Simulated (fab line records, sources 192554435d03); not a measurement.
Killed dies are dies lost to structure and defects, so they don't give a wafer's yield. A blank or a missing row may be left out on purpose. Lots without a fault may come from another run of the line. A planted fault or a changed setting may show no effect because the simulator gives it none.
fab line records | flow n5_finfet
record lots=6 wafers=18 last_day=15
route steps=1938 shown BEOL_M2@902 BEOL_M3@931 PASSIVATION@1936
lots that met no fault: from a run of the same line without faults
start_h: hours from the record's first day to the start of the lot's first wafer shown | wait_h: hours since the lot's step before | " the same as in the row above | L1.1+2: a row that stands for several wafers | - no value, or no start given | * or withheld: withheld | < > ~ a bound
route shown NAME@n: a module of which the file shows steps, and the number in the route of the first | usual: mean/standard deviation of fault-free wafers | same: alike in all rows | chamber/n: place in a boat | sites: the reading at each site | _std_site: their standard deviation | _edge_site: outer sites' mean less inner sites' | radius_mm: how far each site lies from the wafer's centre | mask NAME#n: copy n | behind: the tool/chamber that last shaped the wafer | hold: why the lot was held/for how many hours/how that ended | device: the transistor (n, p or np) that didn't switch | end of line: the same wafers' tests at the end of the route | a step without rows: its recipe alone | killed: dies lost to structure and defects at the first sort, not the wafer's yield | map: a wafer's dies, x killed, . not, _ none there
set.NAME: the setting as run; set.NAME@STEP: as run at that earlier step | model.NAME: the simulator's own value behind a step, which no gauge read
lots at some steps of the route; a table a step, a row a wafer
services: from which hour (start_h, from the record's first day; less than 0 if before it) a tool's chamber was out of use, for how many hours, and why
## steps
# step N5_BEOL_M2_SURFACE_TREAT_85
# recipe gas=Ar time_s=* ion_energy_ev=* ion_current_ma_cm2=0.5 pressure_mtorr=* ar_flow_sccm=30
# usual throttle_valve_pct=*
# columns lot.wafer tool chamber start_h wait_h throttle_valve_pct
L118.4 pvd_sputter-02 - 143.57 0.1 *
L118.5 " - " " *
L118.6 " - " " *
L120.1 pvd_sputter-02 - 162.10 0.2 *
L120.2 " - " " *
L120.5 " - " " *
L122.1 pvd_sputter-02 - 165.38 0.3 *
L122.3 " - " " *
L122.6 " - " " *
L124.2 pvd_sputter-01 - 170.26 0.2 *
L124.3 " - " " *
L124.5 " - " " *
L128.2 pvd_sputter-02 - 223.18 0.2 *
L128.3 " - " " *
L128.4 " - " " *
L132.1 pvd_sputter-02 - 225.54 0.2 *
L132.3 " - " " *
L132.4 " - " " *
# step N5_BEOL_M2_CVD_47
# recipe material=Co target_thk_a=30 temp_c=withheld precursor=CCTBA/H2 pressure_torr=30 time_s=223.8
# step N5_BEOL_M2_SPUTTER_48
# recipe material=Cu target_thk_a=45 temp_c=-20 chamber_pressure_pa=0.07 power_w=withheld time_s=8.29
# step N5_BEOL_M2_ANNEAL_49
# recipe temp_c=400 time_s=240 ambient=vacuum
# step N5_BEOL_M2_SPUTTER_79
# recipe material=Cu target_thk_a=45 temp_c=-20 chamber_pressure_pa=0.07 power_w=withheld time_s=8.29
# step N5_BEOL_M2_ANNEAL_80
# recipe temp_c=400 time_s=240 ambient=vacuum
# step N5_BEOL_M2_SPUTTER_81
# recipe material=Cu target_thk_a=45 temp_c=-20 chamber_pressure_pa=0.07 power_w=withheld time_s=8.29
# step N5_BEOL_M2_ANNEAL_82
# recipe temp_c=400 time_s=240 ambient=vacuum
# step N5_BEOL_M2_SPUTTER_86
# recipe material=Cu target_thk_a=45 temp_c=-20 chamber_pressure_pa=0.07 power_w=withheld time_s=8.29
# step N5_BEOL_M2_ANNEAL_87
# recipe temp_c=400 time_s=240 ambient=vacuum
# step N5_BEOL_M2_SPUTTER_88
# recipe material=Cu target_thk_a=45 temp_c=-20 chamber_pressure_pa=0.07 power_w=withheld time_s=8.29
# usual chuck_sensor_temp_C=-15.9/0.46 throttle_valve_pct=29.7/0.98
# columns lot.wafer tool chamber start_h wait_h chuck_sensor_temp_C throttle_valve_pct
L118.4 pvd_sputter-01 - 144.72 0.1 -15.1 31.4
L118.5 " - " " -15.8 28.8
L118.6 " - " " -15.0 31.4
L120.1 pvd_sputter-01 - 163.58 0.1 -15.1 31.3
L120.2 " - " " -15.9 28.4
L120.5 " - " " -15.0 31.2
L122.1 pvd_sputter-02 - 166.54 0.1 -16.2 28.6
L122.3 " - " " -15.9 30.0
L122.6 " - " " -16.0 30.4
L124.2 pvd_sputter-01 - 171.50 0.1 -15.9 28.2
L124.3 " - " " -16.1 28.7
L124.5 " - " " -15.9 28.8
L128.2 pvd_sputter-02 - 224.28 0.1 -15.9 30.0
L128.3 " - " " -16.0 29.5
L128.4 " - " " -15.9 30.5
L132.1 pvd_sputter-02 - 226.94 0.1 -15.8 30.1
L132.3 " - " " -16.0 30.5
L132.4 " - " " -16.1 28.9
# step N5_BEOL_M2_ANNEAL_89
# recipe temp_c=400 time_s=240 ambient=vacuum
# step N5_BEOL_M2_SPUTTER_90
# recipe material=Cu target_thk_a=45 temp_c=-20 chamber_pressure_pa=0.07 power_w=withheld time_s=8.29
# usual chuck_sensor_temp_C=-15.9/0.49 throttle_valve_pct=29.7/0.98
# columns lot.wafer tool chamber start_h wait_h chuck_sensor_temp_C throttle_valve_pct
L118.4 pvd_sputter-01 - 144.94 0.1 -15.0 31.7
L118.5 " - " " -15.9 28.7
L118.6 " - " " -15.0 31.5
L120.1 pvd_sputter-01 - 163.80 0.1 -15.0 31.3
L120.2 " - " " -15.8 28.6
L120.5 " - " " -15.0 31.3
L122.1 pvd_sputter-02 - 166.76 0.1 -16.3 29.1
L122.3 " - " " -15.8 30.3
L122.6 " - " " -16.0 30.4
L124.2 pvd_sputter-01 - 171.72 0.1 -15.9 28.3
L124.3 " - " " -15.8 29.0
L124.5 " - " " -15.9 28.7
L128.2 pvd_sputter-02 - 224.50 0.1 -15.8 30.2
L128.3 " - " " -16.0 29.5
L128.4 " - " " -16.2 30.6
L132.1 pvd_sputter-02 - 227.16 0.1 -15.7 30.2
L132.3 " - " " -16.0 30.6
L132.4 " - " " -16.2 28.8
# step N5_BEOL_M2_ANNEAL_91
# recipe temp_c=400 time_s=240 ambient=vacuum
# step N5_BEOL_M2_SPUTTER_92
# recipe material=Cu target_thk_a=45 temp_c=-20 chamber_pressure_pa=0.07 power_w=withheld time_s=8.29
# step N5_BEOL_M2_ANNEAL_93
# recipe temp_c=400 time_s=240 ambient=vacuum
# step N5_BEOL_M2_SPUTTER_94
# recipe material=Cu target_thk_a=45 temp_c=-20 chamber_pressure_pa=0.07 power_w=withheld time_s=8.29
# step N5_BEOL_M2_ANNEAL_95
# recipe temp_c=400 time_s=240 ambient=vacuum
# step N5_BEOL_M2_SPUTTER_96
# recipe material=Cu target_thk_a=45 temp_c=-20 chamber_pressure_pa=0.07 power_w=withheld time_s=8.29
# usual chuck_sensor_temp_C=-15.9/0.47 throttle_valve_pct=29.7/0.95
# columns lot.wafer tool chamber start_h wait_h chuck_sensor_temp_C throttle_valve_pct
L118.4 pvd_sputter-01 - 145.60 0.1 -15.0 31.3
L118.5 " - " " -15.8 28.5
L118.6 " - " " -15.1 31.3
L120.1 pvd_sputter-01 - 164.46 0.1 -15.1 31.3
L120.2 " - " " -16.0 28.6
L120.5 " - " " -15.0 31.5
L122.1 pvd_sputter-02 - 167.42 0.1 -16.4 29.0
L122.3 " - " " -15.7 30.1
L122.6 " - " " -16.1 30.7
L124.2 pvd_sputter-01 - 172.38 0.1 -15.9 28.3
L124.3 " - " " -15.7 29.3
L124.5 " - " " -15.8 28.8
L128.2 pvd_sputter-02 - 225.16 0.1 -15.7 29.9
L128.3 " - " " -16.2 29.8
L128.4 " - " " -15.9 30.5
L132.1 pvd_sputter-02 - 227.82 0.1 -15.8 30.2
L132.3 " - " " -16.0 30.6
L132.4 " - " " -16.2 28.8
# step N5_BEOL_M2_ECD_50
# recipe material=Cu target_thk_a=3000
# step N5_BEOL_M2_ANNEAL_51
# recipe temp_c=225 time_s=90 ambient=N2
# step N5_BEOL_M2_CMP_52
# recipe stop_on=SiOC t_overpolish_s=6.8 down_force_psi=1 platen_rpm=50 clearing_platen_down_force_psi=1.5 clearing_platen_rpm=50 post_cmp_clean=cu_alkaline target_thk_nm=40 clearing_platen_pad_velocity_m_s=0.99484 pad_velocity_m_s=0.99484
# usual barrier_field_endpoint_s=24.7/0.77 clearing_platen_down_force_psi=1.5008/0.0027 motor_current_A=6.1/0.65 overpolish_run_s=6.801/0.009 time_to_endpoint_s=62/3.4
# columns lot.wafer tool chamber start_h wait_h barrier_field_endpoint_s clearing_platen_down_force_psi motor_current_A overpolish_run_s time_to_endpoint_s
L118.4 cmp-03 0 146.43 0.3 24.8 1.5032 5.3 6.804 64
L118.5 " 2 " " 25.1 1.4993 7.3 6.795 64
L118.6 " 3 " " 24.4 1.5016 7.0 6.805 60
L120.2 cmp-02 2 165.24 0.5 24.0 1.5022 6.4 6.809 58
L120.1 " 3 " " 25.0 1.5014 6.7 6.799 60
L120.5 " 3 " " 24.5 1.5009 6.8 6.799 59
L122.3 cmp-02 3 167.95 0.2 23.4 1.4985 6.6 6.794 60
L122.1 " 0 " " 24.1 1.5024 5.8 6.789 60
L122.6 " 2 " " 24.3 1.5045 6.5 6.801 63
L124.3 cmp-02 3 172.88 0.2 24.1 1.4972 6.9 6.807 60
L124.2 " 1 " " 23.7 1.5008 6.1 6.817 63
L124.5 " 0 " " 24.5 1.5002 6.0 6.808 61
L128.2 cmp-01 1 225.66 0.2 24.9 1.4994 5.9 6.809 66
L128.4 " 2 " " 25.2 1.5009 5.5 6.797 65
L128.3 " 0 " " 25.7 1.5004 5.1 6.779 63
L132.1 cmp-01 1 228.31 0.3 24.9 1.4982 5.2 6.795 66
L132.4 " 2 " " 24.5 1.4989 5.7 6.805 64
L132.3 " 3 " " 25.8 1.5039 6.9 6.806 69
# step N5_BEOL_M2_PRE_CLEAN_60
# recipe gas=NH3/H2 time_s=15 temp_c=* rf_power_w=300
# step N5_BEOL_M2_CO_CAP_55
# recipe material=Co target_thk_a=20 temp_c=200 precursor=CCTBA/H2 pressure_torr=30 time_s=102.1
# step N5_BEOL_M2_PRE_CLEAN_56
# recipe gas=NH3 time_s=15 temp_c=withheld rf_power_w=300
# step N5_BEOL_M2_DEP_57
# recipe material=SiCN target_thk_a=80 temp_c=withheld precursor=3MS/NH3 pressure_torr=3 rf_w=202 time_s=14
# step N5_BEOL_M2_RS_MEAS_58
# recipe thk_meas_gauge=four-point-probe reads=Co_of_BEOL_M2_CO_CAP_55+Cu_of_BEOL_M2_ECD_50+Co_of_BEOL_M2_CVD_47+TaN_of_BEOL_M2_ALD_84
# usual M2_RS=0.69/0.033
# columns lot.wafer tool chamber start_h wait_h M2_RS[ohm/sq]
L118.4 film_metro-02 - 146.92 0.0 0.64
L118.5 " - " " 0.63
L118.6 " - " " 0.69
L120.1 film_metro-01 - 165.80 0.0 0.65
L120.2 " - " " 0.71
L120.5 " - " " 0.68
L122.1 film_metro-02 - 168.47 0.0 0.72
L122.3 " - " " 0.69
L122.6 " - " " 0.69
L124.2 film_metro-02 - 173.43 0.1 0.73
L124.3 " - " " 0.71
L124.5 " - " " 0.72
L128.2 film_metro-01 - 226.24 0.1 0.67
L128.3 " - " " 0.74
L128.4 " - " " 0.71
L132.1 film_metro-01 - 228.90 0.1 0.61
L132.3 " - " " 0.64
L132.4 " - " " 0.67
# step N5_BEOL_M3_ILD_DEP_00
# recipe material=SiOC target_thk_a=790 temp_c=350 precursor=DEMS/O2 pressure_torr=5 rf_w=500 time_s=15.3
# step N5_BEOL_M3_THK_MEAS_01
# recipe reads=SiOC_of_BEOL_M3_ILD_DEP_00
# usual M3_ILD_THK=79.0/1.1
# columns lot.wafer tool chamber start_h wait_h M3_ILD_THK[nm]
L118.4 film_metro-01 - 147.06 0.1 80.4
L118.5 " - " " 82.0
L118.6 " - " " 80.3
L120.1 film_metro-01 - 165.93 0.0 77.6
L120.2 " - " " 78.5
L120.5 " - " " 78.8
L122.1 film_metro-01 - 168.59 0.0 78.0
L122.3 " - " " 78.9
L122.6 " - " " 79.8
L124.2 film_metro-02 - 173.56 0.1 78.2
L124.3 " - " " 78.6
L124.5 " - " " 79.3
L128.2 film_metro-02 - 226.37 0.1 78.6
L128.3 " - " " 77.8
L128.4 " - " " 79.8
L132.1 film_metro-02 - 229.03 0.0 77.7
L132.3 " - " " 77.8
L132.4 " - " " 79.3
# step N5_BEOL_M3_PECVD_72
# recipe material=SiO2 target_thk_a=160 temp_c=400 precursor=TEOS/O2 pressure_torr=5.5 rf_w=450 teos_flow_sccm=53.8 gas=O2 flow_sccm=3000 time_s=18
# step N5_BEOL_M3_HM_DEP_02
# recipe material=TiN target_thk_a=200 temp_c=25 chamber_pressure_pa=0.49996
# usual throttle_valve_pct=29.7/0.97
# columns lot.wafer tool chamber start_h wait_h throttle_valve_pct
L118.4 pvd_sputter-01 - 147.42 0.3 28.4
L118.5 " - " " 28.8
L118.6 " - " " 30.4
L120.1 pvd_sputter-02 - 168.04 2.1 30.1
L120.2 " - " " 30.4
L120.5 " - " " 30.1
L122.1 pvd_sputter-03 - 168.69 0.0 27.9
L122.3 " - " " 29.6
L122.6 " - " " 31.1
L124.2 pvd_sputter-01 - 174.04 0.4 31.1
L124.3 " - " " 28.9
L124.5 " - " " 29.0
L128.2 pvd_sputter-03 - 226.49 0.1 27.8
L128.3 " - " " 29.3
L128.4 " - " " 31.1
L132.1 pvd_sputter-03 - 230.61 1.5 27.9
L132.3 " - " " 31.0
L132.4 " - " " 29.4
# step N5_BEOL_M3_COAT_61
# recipe resist=SOC temp_c=250 time_s=60 spin_rpm=1500 resist_thk_nm=60
# step N5_BEOL_M3_COAT_62
# recipe resist=SiARC temp_c=220 time_s=60 spin_rpm=1500 resist_thk_nm=12
# step N5_BEOL_M3_COAT_73
# recipe resist=underlayer temp_c=205 time_s=60 spin_rpm=1500 resist_thk_nm=5
# step N5_BEOL_M3_COAT_05
# recipe resist=CAR-EUV spin_rpm=1500 resist_thk_nm=30
# step N5_BEOL_M3_EBR_07
# recipe solvent=PGMEA ebr_width_mm=1.5
# step N5_BEOL_M3_SOFTBAKE_06
# recipe temp_c=110 time_s=60 resist=CAR-EUV
# step N5_BEOL_M3_EXPOSE_08
# recipe mask_id=M3 na=0.33 source_shape=dipole sigma_inner=0.369 sigma_outer=0.767 polarization=unpolarized dose_mj=33
# step N5_BEOL_M3_PEB_09
# recipe peb_temp_c=100 peb_time_s=60 resist=CAR-EUV
# step N5_BEOL_M3_DEVELOP_10
# recipe develop_time_s=30 developer=TMAH resist=CAR-EUV rinse_liquid=surfactant_rinse dry=air_spin dev_temp_c=23
# step N5_PASSIVATION_PROBE_49
# usual defect_limited_yield=91.7/1.5 killed_at_M0_to_M3=32/9.6 killed_at_M4_up=13/5.3 killed_at_contacts=12/6.8 killed_at_front_end=36/9.8 killed_at_other=4/3.1 killed_dies=98/17 killed_open=65/13 killed_short=32/8.5 sort_bin_4_leakage=0.00/0.007 sort_bin_5_function=4.9/0.93 sort_bin_6_memory=3.2/0.67 sort_n_pass=1082/17 sort_yield_pct=91.7/1.4
# same gross_dies=1180 killed_at_back_side=0 sort_bin_8_speed[%]=0
# columns lot.wafer tool chamber start_h wait_h defect_limited_yield[%] killed_at_M0_to_M3 killed_at_M4_up killed_at_contacts killed_at_front_end killed_at_other killed_dies killed_open killed_short sort_bin_4_leakage[%] sort_bin_5_function[%] sort_bin_6_memory[%] sort_n_pass sort_yield_pct[%]
L118.4 prober-01 - 272.27 0.2 93.8 32 7 6 26 2 73 47 22 0 3.7 2.2 1107 93.8
L118.5 prober-01 - 272.32 0.2 93.1 29 4 12 34 2 81 46 34 0 4.7 1.7 1099 93.1
L118.6 prober-01 - 272.37 0.3 91.9 38 11 4 39 4 96 65 28 0 5.1 2.9 1084 91.9
L120.1 prober-02 - 280.34 0.0 91.9 50 5 5 31 5 96 56 38 0 4.2 3.7 1084 91.9
L120.2 prober-02 - 280.39 0.1 92.3 26 11 8 42 4 91 54 35 0 4.1 3.5 1089 92.3
L120.5 prober-02 - 280.54 0.2 89.5 42 17 9 55 1 124 71 52 0 6.3 4.0 1056 89.5
L122.1 prober-01 - 293.15 0.0 91.8 33 17 9 36 2 97 60 35 0 4.9 3.1 1083 91.8
L122.3 prober-01 - 293.25 0.1 91.3 33 19 6 44 1 103 75 24 0 5.4 2.9 1077 91.3
L122.6 prober-01 - 293.40 0.3 93.5 24 15 11 25 2 77 57 18 0 4.2 2.0 1103 93.5
L124.2 prober-01 - 306.43 0.1 91.3 30 23 10 36 4 103 71 30 0 4.7 3.6 1077 91.3
L124.3 prober-01 - 306.48 0.1 91.6 26 15 19 33 6 99 73 25 0 5.5 2.4 1081 91.6
L124.5 prober-01 - 306.58 0.2 91.4 30 10 15 42 4 101 65 35 0.08 4.8 3.6 1078 91.4
L132.1 prober-01 - 346.13 0.0 80.2 178 11 5 37 3 234 49 37 0 11.6 4.6 946 80.2
L132.3 prober-01 - 346.23 0.1 90.8 29 14 8 51 6 108 62 45 0 4.5 4.4 1072 90.8
L132.4 prober-01 - 346.28 0.2 95.4 11 12 13 16 2 54 37 17 0 2.5 2.0 1126 95.4
L128.2 prober-02 - 359.20 0.1 77.6 177 6 7 58 16 264 72 45 0 13.4 5.6 916 77.6
L128.3 prober-02 - 359.25 0.1 92.9 36 12 3 26 7 84 55 28 0 4.5 2.6 1096 92.9
L128.4 prober-02 - 359.30 0.2 90.1 36 17 10 50 4 117 81 36 0 5.8 3.7 1063 90.1
# killed by level:class
L118.4 BEOL_M0_SAQP:geometric_particle:short=9 STI_FIN_REVEAL:geometric_particle:open=8 BEOL_M0_SAQP:geometric_particle:open=7 MOL_CONTACT_COAG:geometric_particle:open=6 FIN_SAQP:geometric_particle:open=5 BEOL_M3:geometric_particle:open=5 BEOL_M1:geometric_particle:open=4 BEOL_M2:geometric_particle:open=4
L118.5 BEOL_M0_SAQP:geometric_particle:short=9 BEOL_M0_SAQP:geometric_particle:open=9 MOL_CONTACT_COAG:geometric_particle:open=8 FIN_SAQP:geometric_particle:short=7 GATE_CUT:geometric_particle:short=5 BEOL_M3:geometric_particle:open=5 DUMMY_GATE:geometric_particle:open=4 MOL_CONTACT_COAG:geometric_particle:short=4
L118.6 STI_FIN_REVEAL:geometric_particle:open=11 BEOL_M0_SAQP:geometric_particle:open=10 BEOL_M1:geometric_particle:open=9 FIN_SAQP:geometric_particle:short=7 BEOL_M2:geometric_particle:open=5 MOL_CONTACT_COAG:geometric_particle:open=4 BEOL_M0_SAQP:geometric_particle:short=4 BEOL_M3:geometric_particle:short=4
L120.1 BEOL_M1:geometric_particle:open=16 BEOL_M0_SAQP:geometric_particle:short=14 BEOL_M0_SAQP:geometric_particle:open=9 GATE_CUT:geometric_particle:short=5 MOL_CONTACT_COAG:geometric_particle:open=5 FIN_SAQP:geometric_particle:short=4 DUMMY_GATE:geometric_particle:open=4 BEOL_M3:geometric_particle:open=4
L120.2 STI_FIN_REVEAL:geometric_particle:open=10 GATE_CUT:geometric_particle:short=7 BEOL_M1:geometric_particle:open=7 STI_FIN_REVEAL:geometric_particle:short=5 MOL_CONTACT_COAG:geometric_particle:open=5 BEOL_M0_SAQP:geometric_particle:short=5 BEOL_M0_SAQP:geometric_particle:open=4 BEOL_M4:geometric_particle:open=4
L120.5 STI_FIN_REVEAL:geometric_particle:open=15 BEOL_M0_SAQP:geometric_particle:short=15 BEOL_M3:geometric_particle:open=10 FIN_SAQP:geometric_particle:short=9 BEOL_M0_SAQP:geometric_particle:open=9 MOL_CONTACT_COAG:geometric_particle:open=8 GATE_CUT:geometric_particle:short=5 BEOL_M8:geometric_particle:open=5
L122.1 BEOL_M2:geometric_particle:open=10 FIN_SAQP:geometric_particle:open=8 BEOL_M3:geometric_particle:open=7 FIN_SAQP:geometric_particle:short=6 BEOL_M4:geometric_particle:open=6 MOL_CONTACT_COAG:geometric_particle:open=6 GATE_CUT:geometric_particle:short=5 GATE_CUT:geometric_particle:open=5
L122.3 FIN_SAQP:geometric_particle:open=11 BEOL_M4:geometric_particle:open=10 BEOL_M3:geometric_particle:open=9 GATE_CUT:geometric_particle:open=8 BEOL_M2:geometric_particle:open=7 FIN_SAQP:geometric_particle:short=6 DUMMY_GATE:geometric_particle:open=4 MOL_CONTACT_COAG:geometric_particle:open=4
L122.6 MOL_CONTACT_COAG:geometric_particle:open=8 FIN_SAQP:geometric_particle:open=6 BEOL_M2:geometric_particle:open=6 BEOL_M3:geometric_particle:open=5 BEOL_M4:geometric_particle:open=5 STI_FIN_REVEAL:geometric_particle:open=4 GATE_CUT:geometric_particle:short=4 BEOL_M1:geometric_particle:open=4
L124.2 BEOL_M4:geometric_particle:open=10 STI_FIN_REVEAL:geometric_particle:open=9 BEOL_M1:geometric_particle:open=8 BEOL_M3:geometric_particle:open=8 FIN_SAQP:geometric_particle:short=7 MOL_CONTACT_COAG:geometric_particle:open=7 BEOL_M0_SAQP:geometric_particle:open=6 DUMMY_GATE:geometric_particle:open=5
L124.3 MOL_CONTACT_COAG:geometric_particle:open=18 BEOL_M0_SAQP:geometric_particle:open=11 STI_FIN_REVEAL:geometric_particle:open=8 BEOL_M3:geometric_particle:open=7 BEOL_M4:geometric_particle:open=7 DUMMY_GATE:geometric_particle:open=6 FIN_SAQP:geometric_particle:open=5 FIN_SAQP:geometric_particle:short=5
L124.5 MOL_CONTACT_COAG:geometric_particle:open=14 FIN_SAQP:geometric_particle:short=11 BEOL_M0_SAQP:geometric_particle:open=9 BEOL_M0_SAQP:geometric_particle:short=8 FIN_SAQP:geometric_particle:open=7 GATE_CUT:geometric_particle:open=7 GATE_CUT:geometric_particle:short=6 BEOL_M1:geometric_particle:open=5
L132.1 BEOL_M2:unspecified=148 STI_FIN_REVEAL:geometric_particle:open=11 BEOL_M0_SAQP:geometric_particle:open=11 BEOL_M0_SAQP:geometric_particle:short=7 BEOL_M3:geometric_particle:open=6 BEOL_M4:geometric_particle:open=6 FIN_SAQP:geometric_particle:short=5 STARTING-WAFER:geometric_particle:short=5
L132.3 STI_FIN_REVEAL:geometric_particle:open=14 FIN_SAQP:geometric_particle:short=10 FIN_SAQP:geometric_particle:open=8 BEOL_M0_SAQP:geometric_particle:short=8 BEOL_M2:geometric_particle:open=7 BEOL_M4:geometric_particle:open=7 MOL_CONTACT_COAG:geometric_particle:open=5 BEOL_M1:geometric_particle:short=5
L132.4 MOL_CONTACT_COAG:geometric_particle:open=10 BEOL_M4:geometric_particle:open=6 MOL_CONTACT_COAG:geometric_particle:short=3 BEOL_M0_SAQP:geometric_particle:open=3 BEOL_M2:geometric_particle:open=3 FIN_SAQP:geometric_particle:open=2 STI_FIN_REVEAL:geometric_particle:open=2 ILD0:geometric_particle:short=2
L128.2 BEOL_M2:unspecified=147 FIN_SAQP:geometric_particle:short=11 FIN_SAQP:geometric_particle:open=10 GATE_CUT:geometric_particle:open=10 BEOL_M3:geometric_particle:open=10 MIM_TOP_ETCH:geometric_particle:short=10 STI_FIN_REVEAL:geometric_particle:open=7 GATE_CUT:geometric_particle:short=6
L128.3 BEOL_M2:geometric_particle:open=10 BEOL_M0:geometric_particle:open=8 FIN_SAQP:geometric_particle:short=6 BEOL_M1:geometric_particle:open=5 BEOL_M4:geometric_particle:open=5 GATE_CUT:geometric_particle:short=4 BEOL_M0_SAQP:geometric_particle:short=4 FIN_SAQP:geometric_particle:open=3
L128.4 GATE_CUT:geometric_particle:short=11 FIN_SAQP:geometric_particle:open=9 FIN_SAQP:geometric_particle:short=9 MOL_CONTACT_COAG:geometric_particle:open=9 BEOL_M2:geometric_particle:open=9 GATE_CUT:geometric_particle:open=8 BEOL_M4:geometric_particle:open=8 BEOL_M3:geometric_particle:open=7
# map L128.2 (x killed, . not)
_________________.x...x......________________
______________.......x....x...x._____________
___________..x.....................__________
__________........x....x......x....._________
________.........................xx..x_______
_______..x...x..x......x.........x..xxx______
______.................................x_____
_____................x................x..____
____........x...............x..x...x.x...x___
___x..x........................x.x.........__
___.x..........x..x..x......x........x....x__
__x..x..........................x.....x.x.x._
__............................x.......x....._
_........................................x...
_.......x.x..x.................x.............
_......x..xx........x.....xx..x....x....x.x..
_.................xx......xx.........x.......
_....x...................x.............x...x.
_.......x...x..........x...xxx.x.x...........
_............x..x......x.x..xxx.x.x..........
_.........x.x....x..x..x.x.x.xxx.xxx.xx.....x
__..............x.x.....xxxxxxxxxxxxxx......_
__.....x.....x...........xxxxxxxxxxxx.x.x..._
___x...xx..........x...xxxxxxxxxxxxxxxxx...__
___...............x.....xxxxxxxxxxxxxx.....__
____....................xxxxxxxxxxxxxx....___
_____......x..........xx.xxxxxxxxxxxxx.x.____
______.x.x..............xxxxxxxxxxxx.x.._____
_______......x..x......x..xxxxxxxxxxx..______
________...x.............xxxxxxxxxxx.._______
__________xx..x....x..........xxxx.._________
___________......x.....x.....xxx..x__________
______________...........xx....._____________
_________________.x.....xx...________________
# map L132.1 (x killed, . not)
_________________......xx....________________
______________....x.......x....._____________
___________........x..........x....__________
__________.........................._________
________..x..x.............x.x........_______
_______...x...x..x..................x..______
______.......................x.........._____
_____...x...........................x....____
____.........xx.......x.x......x..x.......___
___....x......x......x....x............xx..__
___...x......x..x....x......x..x..........x__
__..x......................................._
__.......x.............x..x................._
_x.............x................x............
_.............x........................x.....
_..........x.........xx......................
_........x..............................x..xx
_............x.................x..........x..
_.....x........................xx...x........
_.................x......x...xxx.xx........x.
_.........xx........x.....xxxxxxxxxxx.......x
__.................x......xxxxxxxxx.x....x.._
__....................x..xxxxxxxxxxxx.x....x_
___x..xx....x..........xxxxxxxxxxxxxxx.....__
___....................xxxxxxxxxxxxxxxx....__
____...x.....xx.......x.xxxxxxxxxxxxxxxx..___
_____...x..............xxxxxxxxxxxxxxx.x.____
______...x.....x........xxxxxxxxxxxx..x._____
_______...............xxxx.xxxxxxxxxxx.______
________..................x.xxxxxxxx.._______
__________..................xxxxx.xx_________
___________.......x.........x.xx..x__________
______________...........x......_____________
_________________....x.......________________
## services
# columns tool chamber start_h hours kind
cmp-01 - 124.34 0.6 repair
pvd_sputter-03 - 124.48 12.1 repair
pvd_sputter-01 - 129.67 3.7 repair
cmp-03 - 134.79 2.7 repair
cmp-01 - 144.90 0.5 repair
pvd_sputter-03 - 150.18 7.7 repair
cmp-01 - 159.29 16.0 pm
cmp-03 - 166.05 3.6 pm
cmp-01 - 183.14 2.1 repair
cmp-03 - 226.34 4.0 pm
cmp-02 - 226.72 6.0 repair
cmp-03 - 230.34 - consumable_replace:conditioner
cmp-03 - 230.34 - consumable_replace:pad
## key
first_sign step=N5_PASSIVATION_PROBE_49 reading=killed_at_M0_to_M3 direction=up sigmas=15 usual=32 struck=178
effect step=N5_PASSIVATION_PROBE_49 reading=killed_dies direction=up sigmas=8.8 usual=98 struck=249
more_kills_born_at N5_BEOL_M2_SPUTTER_90@pvd_sputter-02=295
met_at N5_BEOL_M2_SPUTTER_90
struck_wafers L128.2,L132.1
onset_between 166.76 224.50
fault kind=chamber_particle_source tool=pvd_sputter-02 chamber=- onset_h=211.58 steps=N5_BEOL_M2_SPUTTER_90 rate_per_visit_cm2=1.3646 end_h=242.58 scope=struck_wafers_only
